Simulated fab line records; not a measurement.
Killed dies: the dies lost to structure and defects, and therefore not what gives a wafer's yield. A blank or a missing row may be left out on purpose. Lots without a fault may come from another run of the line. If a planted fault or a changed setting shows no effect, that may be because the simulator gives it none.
fab line records	flow n5-finfet
record: lots: 7	wafers: 21
route steps=1938 shown WELL_APT@21 PMOS_HMC_CHANNEL_EPI@62 FIN_CUT@156 DUMMY_GATE@220 SD_EPI_N@268 SD_EPI_P@297
start-h: start of the lot's first displayed wafer, in hours after the record's first day	wait-h: hours since the lot's step before	" repeats the value in the row above	L1.1+2: one row covering several wafers at once	- no value, or no start given	* or withheld: withheld	< > ~ a bound
route shown NAME@n: a module of which the file shows steps, and the number in the route of the first	usual: mean/standard deviation taken from wafers without a fault	same: alike in all rows	chamber/n: place in a boat	sites: the reading at each site	_std_site: standard deviation of those values	_edge_site: the outer-site mean with the inner-site mean subtracted	radius-mm: how far each site lies from the wafer's centre	mask NAME#n: copy n	behind: the most recent tool/chamber to have shaped the wafer	hold: why the lot went on hold/how many hours it stayed there/how the hold came to an end	device: the transistor (n, p or np) that didn't switch	end of line: at the end of the route, the tests of the same wafers	for a step that has no rows: nothing shown but its recipe	killed: count of dies lost to structure and defects at first sort (not the wafer's yield)	map: a wafer's dies, x killed, . not, _ none there
set.NAME: the run value of the setting; set.NAME@STEP: its run value at that earlier step	model.NAME: the simulator's own value behind a step, which no gauge read
lots run with intentionally changed settings; tables by step, rows by wafer
== steps ==
step: N5_WELL_APT_COAT_02
recipe: spin-rpm: 1357	resist-thk-nm: 950
lot.wafer	tool	chamber	start-h	wait-h	set.spin-rpm	model.coat_of_WELL_APT_COAT_02.thk-nm
L074.1	litho-track-05	0	-	-	1357	948.7
L074.3	"	0	"	"	1499	905.6
L074.4	"	0	"	"	1357	949.2
L077.1	litho-track-01	0	-	-	1436	920.2
L077.2	"	0	"	"	1357	944.4
L077.4	"	0	"	"	1436	922.9
L080.3	litho-track-05	0	-	-	1357	953.2
L080.4	"	0	"	"	1357	952.4
L080.5	"	0	"	"	1357	951.8
L085.2	litho-track-01	0	-	-	1357	950.1
L085.3	"	0	"	"	1357	949.5
L085.4	"	0	"	"	1357	953.5
L092.1+2	litho-track-01	0	-	-	1357	950.2
L092.4	"	0	"	"	1502	903.7
L093.1	litho-track-05	0	-	-	1357	948
L093.3	"	0	"	"	1300	969
L093.4	"	0	"	"	1357	947
L095.1	litho-track-02	0	-	-	1357	946.9
L095.2	"	0	"	"	1357	949.8
L095.5	"	0	"	"	1357	949
step: N5_PMOS_HMC_CHANNEL_EPI_EXPOSE_06
recipe: mask-id: PMOS_HMC_BLK	na: 1.35	source-shape: conventional	sigma-outer: 0.8	polarization: unpolarized	target-cd-nm: 240	dose-mj: 41
lot.wafer	tool	chamber	start-h	wait-h	mask	set.dose-mj
L074.1	arfi-scanner-01	0	18.40	-	PMOS_HMC_BLK#0	41
L074.3+4	"	0	"	"	PMOS_HMC_BLK#0	38.15
L077.1+2	arfi-scanner-02	0	35.32	-	PMOS_HMC_BLK#0	41
L077.4	"	0	"	"	PMOS_HMC_BLK#0	38.46
L080.3+4	arfi-scanner-01	0	52.99	-	PMOS_HMC_BLK#0	43.09
L080.5	"	0	"	"	PMOS_HMC_BLK#0	41
L085.2+3+4	arfi-scanner-02	0	87.40	-	PMOS_HMC_BLK#0	41
L092.1+2+4	arfi-scanner-03	0	125.43	-	PMOS_HMC_BLK#0	41
L093.1+3+4	arfi-scanner-03	0	131.33	-	PMOS_HMC_BLK#0	41
L095.1+5	arfi-scanner-03	0	142.83	-	PMOS_HMC_BLK#0	41
L095.2	"	0	"	"	PMOS_HMC_BLK#0	43.06
step: N5_PMOS_HMC_CHANNEL_EPI_DEVELOP_08
recipe: develop-time-s: 30	developer: TMAH	resist: CAR-ArF-block	dev-temp-c: 23	rinse-liquid: diw	dry: air-spin
lot.wafer	tool	chamber	start-h	wait-h	set.develop-time-s
L074.1	litho-track-03	0	-	-	30
L074.3+4	"	0	"	"	35.64
L077.1	litho-track-04	0	-	-	27.24
L077.2+4	"	0	"	"	30
L080.3	litho-track-03	0	-	-	33.93
L080.4+5	"	0	"	"	30
L085.2+3+4	litho-track-04	0	-	-	30
L092.1	litho-track-04	0	-	-	24.58
L092.2+4	"	0	"	"	30
L093.1	litho-track-03	0	-	-	32.03
L093.3+4	"	0	"	"	30
L095.1	litho-track-01	0	-	-	30
L095.2+5	"	0	"	"	28.1
step: N5_PMOS_HMC_CHANNEL_EPI_CD_MEAS_09
recipe: target-cd-nm: 237.4	landing-energy-ev: 500	detector: se-inlens
usual: cd-nm: 237.2/1.2
lot.wafer	tool	chamber	start-h	wait-h	set.dose-mj@PMOS_HMC_CHANNEL_EPI_EXPOSE_06	cd-nm
L074.1	cd-sem-02	0	18.52	-	41	239.0
L074.3	"	0	"	"	38.15	233.2
L074.4	"	0	"	"	38.15	231.8
L077.1	cd-sem-01	0	35.45	-	41	237.9
L077.2	"	0	"	"	41	236.6
L077.4	"	0	"	"	38.46	232.7
L080.3	cd-sem-03	0	53.11	-	43.09	242.2
L080.4	"	0	"	"	43.09	241.0
L080.5	"	0	"	"	41	238.2
L085.2	cd-sem-02	0	87.52	-	41	237.3
L085.3	"	0	"	"	41	235.9
L085.4	"	0	"	"	41	235.1
L092.1	cd-sem-03	0	125.55	-	41	235.2
L092.2	"	0	"	"	41	238.3
L092.4	"	0	"	"	41	236.4
L093.1	cd-sem-03	0	131.45	-	41	237.9
L093.3	"	0	"	"	41	236.5
L093.4	"	0	"	"	41	238.3
L095.1	cd-sem-03	0	142.95	-	41	234.7
L095.2	"	0	"	"	43.06	239.0
L095.5	"	0	"	"	41	236.7
step: N5_PMOS_HMC_CHANNEL_EPI_DESCUM_14
recipe: chemistry: O2	time-s: 7.9	source-power-w: 50	bias-power-w: 20	pressure-mtorr: 20	rf-frequency-hz: 2.712e+07	temp-c: 40	resist: CAR-ArF-block	o2-flow-sccm: 225
lot.wafer	tool	chamber	start-h	wait-h	set.dose-mj@PMOS_HMC_CHANNEL_EPI_EXPOSE_06	model.PMOS_HMC_CHANNEL_EPI.cd-nm
L074.1	rie-diel-06	3	18.61	0.0	41	238.9
L074.3	"	1	"	"	38.15	232.9
L074.4	"	3	"	"	38.15	232
L077.1	rie-diel-06	1	35.54	0.0	41	238.2
L077.2	"	3	"	"	41	236.4
L077.4	"	3	"	"	38.46	232.7
L080.3	rie-diel-02	1	53.22	0.1	43.09	242.1
L080.4	"	0	"	"	43.09	241.4
L080.5	"	0	"	"	41	238.3
L085.2	rie-diel-06	2	87.65	0.1	41	237.6
L085.3	"	1	"	"	41	235.8
L085.4	"	0	"	"	41	235.2
L092.1	rie-diel-02	3	125.70	0.1	41	235.3
L092.2	"	0	"	"	41	238.4
L092.4	"	1	"	"	41	236.4
L093.1	rie-diel-06	1	131.95	0.4	41	237.4
L093.3	"	0	"	"	41	236.9
L093.4	"	0	"	"	41	238.3
L095.1	rie-diel-02	1	143.92	0.9	41	234.4
L095.2	"	2	"	"	43.06	238.9
L095.5	"	0	"	"	41	236.8
step: N5_PMOS_HMC_CHANNEL_EPI_ETCH_32
recipe: chemistry: N2/H2	target: BARC	stop-on: SiO2	target-depth-a: 858	over-etch-frac: 0.3	time-s: 50.3	ion-energy-ev: 200	mask-material: CAR-ArF-block	pressure-mtorr: 30	source-w: 840	bias-w: 150	n2-flow-sccm: 200	h2-flow-sccm: 200
lot.wafer	tool	chamber	start-h	wait-h	set.dose-mj@PMOS_HMC_CHANNEL_EPI_EXPOSE_06	model.PMOS_HMC_CHANNEL_EPI.cd-nm
L074.1	rie-diel-06	3	18.65	0.0	41	243.5
L074.3	"	1	"	"	38.15	234.9
L074.4	"	3	"	"	38.15	235.5
L077.1	rie-diel-06	1	35.57	0.0	41	240.2
L077.2	"	3	"	"	41	240.3
L077.4	"	3	"	"	38.46	236.8
L080.3	rie-diel-02	1	53.25	0.0	43.09	245.7
L080.4	"	0	"	"	43.09	243.8
L080.5	"	0	"	"	41	240.7
L085.2	rie-diel-06	2	87.69	0.0	41	238.9
L085.3	"	1	"	"	41	237.3
L085.4	"	0	"	"	41	237
L092.1	rie-diel-02	3	125.74	0.0	41	237.8
L092.2	"	0	"	"	41	240
L092.4	"	1	"	"	41	239.7
L093.1	rie-diel-06	1	131.99	0.0	41	238.7
L093.3	"	0	"	"	41	238.2
L093.4	"	0	"	"	41	239.2
L095.1	rie-diel-02	1	143.95	0.0	41	238.9
L095.2	"	2	"	"	43.06	241.9
L095.5	"	0	"	"	41	239.5
step: N5_PMOS_HMC_CHANNEL_EPI_HM_OPEN_15
recipe: chemistry: CHF3/O2	target: SiO2	mask-material: CAR-ArF-block	target-depth-a: 406	CHF3_flow_sccm: 50	O2_flow_sccm: 5	Ar_flow_sccm: 200	time-s: 20.3	pressure-mtorr: 30	source-w: 650	bias-w: 170	ion-energy-ev: 200
lot.wafer	tool	chamber	start-h	wait-h	set.dose-mj@PMOS_HMC_CHANNEL_EPI_EXPOSE_06	model.PMOS_HMC_CHANNEL_EPI.cd-nm
L074.1	rie-diel-06	3	18.69	0.0	41	243.5
L074.3	"	1	"	"	38.15	234.7
L074.4	"	3	"	"	38.15	235.5
L077.1	rie-diel-06	1	35.61	0.0	41	240.2
L077.2	"	3	"	"	41	240.4
L077.4	"	3	"	"	38.46	236.9
L080.3	rie-diel-02	1	53.29	0.0	43.09	245.8
L080.4	"	0	"	"	43.09	243.8
L080.5	"	0	"	"	41	240.7
L085.2	rie-diel-06	2	87.73	0.0	41	238.9
L085.3	"	1	"	"	41	237.2
L085.4	"	0	"	"	41	237.1
L092.1	rie-diel-02	3	125.78	0.0	41	237.9
L092.2	"	0	"	"	41	239.9
L092.4	"	1	"	"	41	239.6
L093.1	rie-diel-06	1	132.03	0.0	41	238.6
L093.3	"	0	"	"	41	238.2
L093.4	"	0	"	"	41	239.1
L095.1	rie-diel-02	1	143.99	0.0	41	239
L095.2	"	2	"	"	43.06	241.9
L095.5	"	0	"	"	41	239.4
step: N5_FIN_CUT_COAT_29
recipe: resist: underlayer	temp-c: 205	time-s: 60	spin-rpm: 1500	resist-thk-nm: 10
lot.wafer	tool	chamber	start-h	wait-h	set.spin-rpm	model.underlayer_of_FIN_CUT_COAT_29.thk-nm
L074.1+3	litho-track-02	0	-	-	1500	10
L074.4	"	0	"	"	1364	10.4
L077.1+4	litho-track-03	0	-	-	1500	10
L077.2	"	0	"	"	1361	10.6
L080.3+5	litho-track-03	0	-	-	1500	10
L080.4	"	0	"	"	1356	10.6
L085.2+3+4	litho-track-03	0	-	-	1500	10
L092.1	litho-track-03	0	-	-	1576	9.8
L092.2+4	"	0	"	"	1500	10
L093.1+4	litho-track-02	0	-	-	1371	10.4
L093.3	"	0	"	"	1500	10
L095.1+5	litho-track-03	0	-	-	1437	10.2
L095.2	"	0	"	"	1500	10
step: N5_FIN_CUT_COAT_02
recipe: resist: CAR-EUV	spin-rpm: 1500	resist-thk-nm: 30
step: N5_FIN_CUT_EBR_04
recipe: solvent: PGMEA	ebr-width-mm: 1.5
step: N5_FIN_CUT_DESCUM_13
recipe: chemistry: O2	time-s: 7	source-power-w: 50	bias-power-w: 20	pressure-mtorr: 20	rf-frequency-hz: 2.712e+07	temp-c: 40	resist: CAR-EUV	o2-flow-sccm: 225
step: N5_FIN_CUT_ETCH_30
recipe: chemistry: N2/H2	target: underlayer	target-depth-a: 130	mask-material: CAR-EUV	time-s: 10.4	ion-energy-ev: 200	pressure-mtorr: 30	source-w: 840	bias-w: 150	n2-flow-sccm: 200	h2-flow-sccm: 200	ends: cleared
lot.wafer	tool	chamber	start-h	wait-h	set.spin-rpm@FIN_CUT_COAT_29	model.etch.depth-nm	model.CAR-EUV_of_FIN_CUT_COAT_02.thk-nm
L074.1	rie-diel-06	1	28.65	0.0	1500	9.991	14.6
L074.3	"	2	"	"	1500	9.996	14.6
L074.4	"	3	"	"	1364	10.46	14.2
L077.1	rie-diel-02	2	45.06	0.0	1500	9.985	14.6
L077.2	"	1	"	"	1361	10.5	14
L077.4	"	3	"	"	1500	10.01	14.8
L080.3	rie-diel-06	1	62.00	0.0	1500	10.02	14.4
L080.4	"	0	"	"	1356	10.55	13.6
L080.5	"	3	"	"	1500	9.997	14.6
L085.2	rie-diel-06	2	99.62	0.0	1500	9.964	14.6
L085.3	"	3	"	"	1500	9.998	14.4
L085.4	"	1	"	"	1500	9.997	14.4
L092.1	rie-diel-02	0	134.80	0.0	1576	9.727	14.6
L092.2	"	2	"	"	1500	9.975	14.4
L092.4	"	3	"	"	1500	9.953	14.6
L093.1	rie-diel-06	2	144.15	0.0	1371	10.45	14
L093.3	"	3	"	"	1500	9.972	14.6
L093.4	"	0	"	"	1371	10.43	13.8
L095.1	rie-diel-06	2	153.01	0.0	1437	10.17	14.4
L095.2	"	3	"	"	1500	9.928	14.6
L095.5	"	0	"	"	1437	10.2	14.2
step: N5_FIN_CUT_ETCH_20
recipe: chemistry: CF4	target: SiARC	target-depth-a: 260	mask-material: CAR-EUV	time-s: 43.3	ion-energy-ev: 80	pressure-mtorr: 40	source-w: 545	bias-w: 36	Ar_flow_sccm: 100	cf4-flow-sccm: 100	ends: cleared
lot.wafer	tool	chamber	start-h	wait-h	set.spin-rpm@FIN_CUT_COAT_29	model.underlayer_of_FIN_CUT_COAT_29.thk-nm
L074.1+3	rie-diel-06	1,2	28.67	0.0	1500	9.2
L074.4	"	3	"	"	1364	9.8
L077.1+4	rie-diel-02	2,3	45.08	0.0	1500	9.2
L077.2	"	1	"	"	1361	9.8
L080.3+5	rie-diel-06	1,3	62.02	0.0	1500	9.2
L080.4	"	0	"	"	1356	9.8
L085.2+3+4	rie-diel-06	2,3,1	99.64	0.0	1500	9.2
L092.1	rie-diel-02	0	134.82	0.0	1576	9
L092.2+4	"	2,3	"	"	1500	9.2
L093.1+4	rie-diel-06	2,0	144.17	0.0	1371	9.8
L093.3	"	3	"	"	1500	9.2
L095.1+5	rie-diel-06	2,0	153.03	0.0	1437	9.4
L095.2	"	3	"	"	1500	9.2
step: N5_DUMMY_GATE_HM_DEP_06
recipe: material: SiNx	target-thk-a: 800	precursor: DCS/NH3	temp-c: 700	pressure-mtorr: 300	time-s: 5141
lot.wafer	tool	chamber	start-h	wait-h	set.time-s	model.SiNx_of_DUMMY_GATE_HM_DEP_06.thk-nm
L074.1+3	-	-	-	3.3	4813	75.4
L074.4	"	-	"	"	4813	75.6
L077.1	-	-	-	0.0	5663	89
L077.2	"	-	"	"	5663	89.2
L077.4	"	-	"	"	5663	88.8
L080.3	-	-	-	0.0	5141	80.6
L080.4	"	-	"	"	5141	81
L080.5	"	-	"	"	5141	80.2
L085.2+4	lpcvd-01	1/70,1/79	115.70	0.0	5141	79.6
L085.3	"	1/75	"	"	5141	80.2
L092.1	-	-	-	0.0	5141	78.6
L092.2	"	-	"	"	5141	78
L092.4	"	-	"	"	5141	78.4
L093.1	-	-	-	0.0	5656	86.2
L093.3	"	-	"	"	5656	86.8
L093.4	"	-	"	"	5656	86.4
L095.1	-	-	-	0.0	5871	91.6
L095.2	"	-	"	"	5871	91.2
L095.5	"	-	"	"	5871	92
step: N5_SD_EPI_N_PEB_07
recipe: peb-temp-c: 110	peb-time-s: 60	resist: CAR-ArF-block
lot.wafer	tool	chamber	start-h	wait-h	set.peb-time-s
L074.1	litho-track-02	0	54.71	0.1	60
L074.3+4	"	0	"	"	70.17
L077.1+2	litho-track-05	0	67.73	0.1	60
L077.4	"	0	"	"	69
L080.3+4+5	litho-track-01	0	84.39	0.0	60
L085.2+3+4	litho-track-05	0	122.24	0.0	60
L092.1+2+4	litho-track-02	0	155.93	0.1	54.04
L093.1+3	litho-track-05	0	164.94	0.1	69
L093.4	"	0	"	"	60
L095.1+5	litho-track-05	0	176.12	0.1	72.84
L095.2	"	0	"	"	60
step: N5_SD_EPI_N_DEVELOP_08
recipe: develop-time-s: 30	developer: TMAH	resist: CAR-ArF-block	dev-temp-c: 23	rinse-liquid: diw	dry: air-spin
step: N5_SD_EPI_N_CD_MEAS_09
recipe: target-cd-nm: 120	landing-energy-ev: 500	detector: se-inlens
usual: cd-nm: 120.1/1
lot.wafer	tool	chamber	start-h	wait-h	set.peb-time-s@SD_EPI_N_PEB_07	cd-nm
L074.1	cd-sem-03	0	54.77	-	60	119.2
L074.3	"	0	"	"	70.17	125.4
L074.4	"	0	"	"	70.17	125.9
L077.1	cd-sem-01	0	67.80	-	60	120.7
L077.2	"	0	"	"	60	120.9
L077.4	"	0	"	"	69	125.1
L080.3	cd-sem-01	0	84.46	-	60	119.3
L080.4	"	0	"	"	60	118.7
L080.5	"	0	"	"	60	118.7
L085.2	cd-sem-02	0	122.31	-	60	121.5
L085.3	"	0	"	"	60	121.3
L085.4	"	0	"	"	60	120.0
L092.1	cd-sem-01	0	156.00	-	54.04	116.6
L092.2	"	0	"	"	54.04	116.7
L092.4	"	0	"	"	54.04	116.5
L093.1	cd-sem-01	0	165.01	-	69	125.0
L093.3	"	0	"	"	69	122.1
L093.4	"	0	"	"	60	119.4
L095.1	cd-sem-02	0	176.19	-	72.84	127.9
L095.2	"	0	"	"	60	118.8
L095.5	"	0	"	"	72.84	126.7
step: N5_SD_EPI_N_DESCUM_14
recipe: chemistry: O2	time-s: 7.9	source-power-w: 50	bias-power-w: 20	pressure-mtorr: 20	rf-frequency-hz: 2.712e+07	temp-c: 40	resist: CAR-ArF-block	o2-flow-sccm: 225
lot.wafer	tool	chamber	start-h	wait-h	set.peb-time-s@SD_EPI_N_PEB_07	model.SD_EPI_N.cd-nm
L074.1	rie-diel-01	1	55.07	0.2	60	119.4
L074.3	"	3	"	"	70.17	125.2
L074.4	"	2	"	"	70.17	126
L077.1	rie-diel-03	3	68.14	0.3	60	121
L077.2	"	1	"	"	60	121.2
L077.4	"	0	"	"	69	124.6
L080.3	rie-diel-03	0	84.54	0.0	60	119.2
L080.4	"	0	"	"	60	118.4
L080.5	"	1	"	"	60	118.8
L085.2+3	rie-diel-04	0,3	122.54	0.2	60	121.4
L085.4	"	2	"	"	60	120
L092.1	rie-diel-01	1	156.08	0.0	54.04	116.8
L092.2	"	2	"	"	54.04	116.6
L092.4	"	3	"	"	54.04	116.4
L093.1	rie-diel-04	0	165.14	0.0	69	125.4
L093.3	"	2	"	"	69	122.4
L093.4	"	1	"	"	60	119.4
L095.1	rie-diel-04	3	176.57	0.3	72.84	127.6
L095.2	"	0	"	"	60	119
L095.5	"	3	"	"	72.84	126.6
step: N5_SD_EPI_N_ETCH_34
recipe: chemistry: CF4	target: SiARC	target-depth-a: 455	mask-material: CAR-ArF-block	time-s: 75.8	ion-energy-ev: 80	pressure-mtorr: 40	source-w: 545	bias-w: 36	Ar_flow_sccm: 100	cf4-flow-sccm: 100	ends: cleared
lot.wafer	tool	chamber	start-h	wait-h	set.peb-time-s@SD_EPI_N_PEB_07	model.SD_EPI_N.cd-nm
L074.1	rie-diel-01	1	55.11	0.0	60	119.6
L074.3	"	3	"	"	70.17	125.4
L074.4	"	2	"	"	70.17	125.8
L077.1+2	rie-diel-03	3,1	68.18	0.0	60	121
L077.4	"	0	"	"	69	124.8
L080.3	rie-diel-03	0	84.58	0.0	60	119.4
L080.4+5	"	0,1	"	"	60	118.8
L085.2	rie-diel-04	0	122.58	0.0	60	121.2
L085.3	"	3	"	"	60	121.6
L085.4	"	2	"	"	60	119.8
L092.1	rie-diel-01	1	156.12	0.0	54.04	117.2
L092.2+4	"	2,3	"	"	54.04	116.6
L093.1	rie-diel-04	0	165.17	0.0	69	125.4
L093.3	"	2	"	"	69	122.4
L093.4	"	1	"	"	60	119.4
L095.1	rie-diel-04	3	176.60	0.0	72.84	127.6
L095.2	"	0	"	"	60	119
L095.5	"	3	"	"	72.84	126.8
step: N5_SD_EPI_N_ETCH_35
recipe: chemistry: N2/H2	target: SOC	overetch-a: 1080	mask-material: SiARC	temp-c: 40	ion-energy-ev: 100	source-w: 3000	bias-w: 133	pressure-mtorr: 20	time-s: 486	n2-flow-sccm: 200	h2-flow-sccm: 200
step: N5_SD_EPI_N_STRIP_36
recipe: chemistry: N2/H2	temp-c: 40	n2-flow-sccm: 200	h2-flow-sccm: 200	rf-frequency-hz: 6e+07
step: N5_SD_EPI_N_ETCHBACK_44
recipe: chemistry: CH3F/O2	mode: anisotropic-etchback	target: SiNx	target-depth-a: 145	stop-on: SiO2	over-etch-frac: 0.3	ion-energy-ev: 120	pressure-mtorr: 30	source-w: 395	bias-w: 73	Ar_flow_sccm: 150	CH3F_flow_sccm: 30	O2_flow_sccm: 20
step: N5_SD_EPI_N_ETCH_45
recipe: chemistry: CH3F/O2	target: SiOCN	target-depth-a: 60	mask-material: SOC	ion-energy-ev: 60	bias-w: 29	pressure-mtorr: 15	source-w: 410	Ar_flow_sccm: 150	CH3F_flow_sccm: 30	O2_flow_sccm: 20
step: N5_SD_EPI_N_ETCH_16
recipe: chemistry: CHF3/O2	target: SiO2	target-depth-a: 50	mask-material: SOC	pressure-mtorr: 30	source-w: 650	bias-w: 170	Ar_flow_sccm: 200	CHF3_flow_sccm: 50	O2_flow_sccm: 5	ion-energy-ev: 200
lot.wafer	tool	chamber	start-h	wait-h	set.peb-time-s@SD_EPI_N_PEB_07	model.SD_EPI_N.cd-nm
L074.1	rie-diel-01	1	55.69	0.1	60	121.2
L074.3	"	3	"	"	70.17	126
L074.4	"	2	"	"	70.17	125
L077.1	rie-diel-03	3	68.76	0.1	60	122.6
L077.2	"	1	"	"	60	121.8
L077.4	"	0	"	"	69	123
L080.3	rie-diel-03	0	85.16	0.1	60	117.4
L080.4	"	0	"	"	60	116.4
L080.5	"	1	"	"	60	119.2
L085.2	rie-diel-04	0	123.16	0.1	60	122
L085.3	"	3	"	"	60	121.8
L085.4	"	2	"	"	60	121.4
L092.1	rie-diel-01	1	156.70	0.1	54.04	117.8
L092.2	"	2	"	"	54.04	116.4
L092.4	"	3	"	"	54.04	117.4
L093.1	rie-diel-04	0	165.75	0.1	69	127
L093.3	"	2	"	"	69	123.4
L093.4	"	1	"	"	60	118.8
L095.1	rie-diel-04	3	177.18	0.1	72.84	127.8
L095.2	"	0	"	"	60	119
L095.5	"	3	"	"	72.84	126.8
step: N5_SD_EPI_P_COAT_03
recipe: resist: CAR-ArF-block	spin-rpm: 1500	resist-thk-nm: 150
lot.wafer	tool	chamber	start-h	wait-h	set.spin-rpm	model.CAR-ArF-block_of_SD_EPI_P_COAT_03.thk-nm
L074.1	litho-track-03	0	-	-	1420	153.6
L074.3	"	0	"	"	1420	154
L074.4	"	0	"	"	1500	149.4
L077.1	litho-track-01	0	-	-	1500	149.6
L077.2	"	0	"	"	1500	150
L077.4	"	0	"	"	1500	149.8
L080.3	litho-track-04	0	-	-	1500	150.2
L080.4	"	0	"	"	1500	150.8
L080.5	"	0	"	"	1637	143.6
L085.2	litho-track-03	0	-	-	1500	150
L085.3+4	"	0	"	"	1500	149.4
L092.1	litho-track-01	0	-	-	1500	149.6
L092.2	"	0	"	"	1500	150.2
L092.4	"	0	"	"	1500	149.8
L093.1	litho-track-04	0	-	-	1347	158.2
L093.3	"	0	"	"	1500	150
L093.4	"	0	"	"	1347	159.2
L095.1	litho-track-01	0	-	-	1500	150.6
L095.2	"	0	"	"	1500	149.6
L095.5	"	0	"	"	1500	150
== key ==
split: step: N5_WELL_APT_COAT_02	setting: spin-rpm	stated: 1357	by: wafer
response: step: N5_WELL_APT_COAT_02	reading: model.coat_of_WELL_APT_COAT_02.thk-nm	change: -4.27	per: 1%	r: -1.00
split: step: N5_PMOS_HMC_CHANNEL_EPI_EXPOSE_06	setting: dose-mj	stated: 41	by: wafer
response: step: N5_PMOS_HMC_CHANNEL_EPI_CD_MEAS_09	reading: cd-nm	change: +0.78	per: 1%	r: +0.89
response: step: N5_PMOS_HMC_CHANNEL_EPI_DESCUM_14	reading: model.PMOS_HMC_CHANNEL_EPI.cd-nm	change: +0.782	per: 1%	r: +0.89
response: step: N5_PMOS_HMC_CHANNEL_EPI_ETCH_32	reading: model.PMOS_HMC_CHANNEL_EPI.cd-nm	change: +0.823	per: 1%	r: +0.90
response: step: N5_PMOS_HMC_CHANNEL_EPI_HM_OPEN_15	reading: model.PMOS_HMC_CHANNEL_EPI.cd-nm	change: +0.826	per: 1%	r: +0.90
split: step: N5_PMOS_HMC_CHANNEL_EPI_DEVELOP_08	setting: develop-time-s	stated: 30	by: wafer
response none clear
split: step: N5_FIN_CUT_COAT_29	setting: spin-rpm	stated: 1500	by: wafer
response: step: N5_FIN_CUT_COAT_29	reading: model.underlayer_of_FIN_CUT_COAT_29.thk-nm	change: -0.0536	per: 1%	r: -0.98
response: step: N5_FIN_CUT_ETCH_30	reading: model.etch.depth-nm	change: -0.0541	per: 1%	r: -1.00
response: step: N5_FIN_CUT_ETCH_30	reading: model.CAR-EUV_of_FIN_CUT_COAT_02.thk-nm	change: +0.0703	per: 1%	r: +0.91
response: step: N5_FIN_CUT_ETCH_20	reading: model.underlayer_of_FIN_CUT_COAT_29.thk-nm	change: -0.063	per: 1%	r: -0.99
split: step: N5_DUMMY_GATE_HM_DEP_06	setting: time-s	stated: 5141	by: lot
response: step: N5_DUMMY_GATE_HM_DEP_06	reading: model.SiNx_of_DUMMY_GATE_HM_DEP_06.thk-nm	change: +0.793	per: 1%	r: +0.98
split: step: N5_SD_EPI_N_PEB_07	setting: peb-time-s	stated: 60	by: wafer
response: step: N5_SD_EPI_N_CD_MEAS_09	reading: cd-nm	change: +0.348	per: 1%	r: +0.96
response: step: N5_SD_EPI_N_DESCUM_14	reading: model.SD_EPI_N.cd-nm	change: +0.333	per: 1%	r: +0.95
response: step: N5_SD_EPI_N_ETCH_34	reading: model.SD_EPI_N.cd-nm	change: +0.336	per: 1%	r: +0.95
response: step: N5_SD_EPI_N_ETCH_16	reading: model.SD_EPI_N.cd-nm	change: +0.3	per: 1%	r: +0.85
split: step: N5_SD_EPI_P_COAT_03	setting: spin-rpm	stated: 1500	by: wafer
response: step: N5_SD_EPI_P_COAT_03	reading: model.CAR-ArF-block_of_SD_EPI_P_COAT_03.thk-nm	change: -0.812	per: 1%	r: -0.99
